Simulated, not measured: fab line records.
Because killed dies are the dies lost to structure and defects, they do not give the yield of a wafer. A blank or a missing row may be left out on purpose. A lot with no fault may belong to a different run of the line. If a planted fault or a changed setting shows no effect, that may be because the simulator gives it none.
Matching of chambers | flow n5 finfet | N5_BEOL_M4_STRIP_66 on rie diel-06 has 4 sister chambers
The step strips in CF4. 22 wafers are shown with their chamber, then 11 later ones without.

WAFERS, EACH WITH ITS CHAMBER
wafer  | chamber | throttle valve pct (%) | showerhead plenum p Torr (Torr) | oes product au (a.u.)
L074.1 | 0       | 13.42                  | 1.81                            | 0.77
L074.3 | 2       | 13.20                  | 1.85                            | 0.76
L074.5 | 3       | 13.80                  | 1.80                            | 0.73
L075.2 | 1       | 13.71                  | 1.79                            | 0.70
L075.4 | 0       | 13.41                  | 1.81                            | 0.77
L075.6 | 1       | 13.73                  | 1.79                            | 0.70
L076.2 | 3       | 13.82                  | 1.79                            | 0.72
L076.4 | 1       | 13.72                  | 1.79                            | 0.70
L076.6 | 1       | 13.71                  | 1.79                            | 0.70
L077.1 | 0       | 13.43                  | 1.81                            | 0.77
L077.2 | 2       | 13.21                  | 1.84                            | 0.74
L077.6 | 1       | 13.72                  | 1.79                            | 0.69
L082.1 | 1       | 13.76                  | 1.78                            | 0.69
L082.3 | 3       | 13.84                  | 1.79                            | 0.71
L082.5 | 0       | 13.46                  | 1.80                            | 0.76
L085.1 | 2       | 13.25                  | 1.84                            | 0.73
L085.2 | 0       | 13.48                  | 1.80                            | 0.75
L085.6 | 2       | 13.24                  | 1.84                            | 0.73
L086.1 | 2       | 13.27                  | 1.84                            | 0.73
L086.3 | 3       | 13.87                  | 1.79                            | 0.70
L086.5 | 1       | 13.77                  | 1.78                            | 0.68
L087.1 | 3       | 13.87                  | 1.79                            | 0.70

SIGNATURES (means of the wafers above)
reading                  | chamber 0 | chamber 1 | chamber 2 | chamber 3 | scatter within a chamber
throttle valve pct       | 13.4400   | 13.7314   | 13.2340   | 13.8400   | 0.0279
showerhead plenum p Torr | 1.8060    | 1.7871    | 1.8420    | 1.7920    | 0.00485
oes product au           | 0.7640    | 0.6943    | 0.7380    | 0.7120    | 0.0107
Rule: a wafer's distance from a chamber is the root of the sum, over the readings, of the square of ((its reading less the chamber's mean) divided by the reading's scatter). The wafer belongs to the nearest chamber; if the next one is less than 2 further off, it can't be placed. The scatter: the root of (the sum of the squares of (reading less its chamber's mean) over the shown wafers, divided by (wafers less chambers)).

WAFERS WITHOUT THEIR CHAMBER
wafer  | throttle valve pct (%) | showerhead plenum p Torr (Torr) | oes product au (a.u.)
L087.2 | 13.49                  | 1.80                            | 0.75
L087.3 | 13.25                  | 1.84                            | 0.72
L092.1 | 13.27                  | 1.84                            | 0.72
L092.2 | 13.52                  | 1.80                            | 0.74
L092.3 | 13.88                  | 1.79                            | 0.70
L095.1 | 13.20                  | 1.78                            | 0.98
L095.3 | 13.53                  | 1.79                            | 0.74
L095.6 | 13.93                  | 1.78                            | 0.69
L097.1 | 13.92                  | 1.78                            | 0.70
L097.3 | 13.56                  | 1.79                            | 0.73
L097.6 | 13.53                  | 1.79                            | 0.73

CHAMBER TAKEN BY EACH
wafer  | from the rows above     | in truth
L087.2 | 0                       | 0
L087.3 | 2                       | 2
L092.1 | 2                       | 2
L092.2 | 0                       | 0
L092.3 | 3                       | 3
L095.1 | 0                       | 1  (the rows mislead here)
L095.3 | 0                       | 0
L095.6 | 3                       | 3
L097.1 | 3                       | 3
L097.3 | can't be placed: 0 or 1 | 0
L097.6 | 0                       | 0
Correct placement for 9 of the 11. These rows do not allow placing 1 (true chamber among the candidates in 1). 1 placed wrongly.
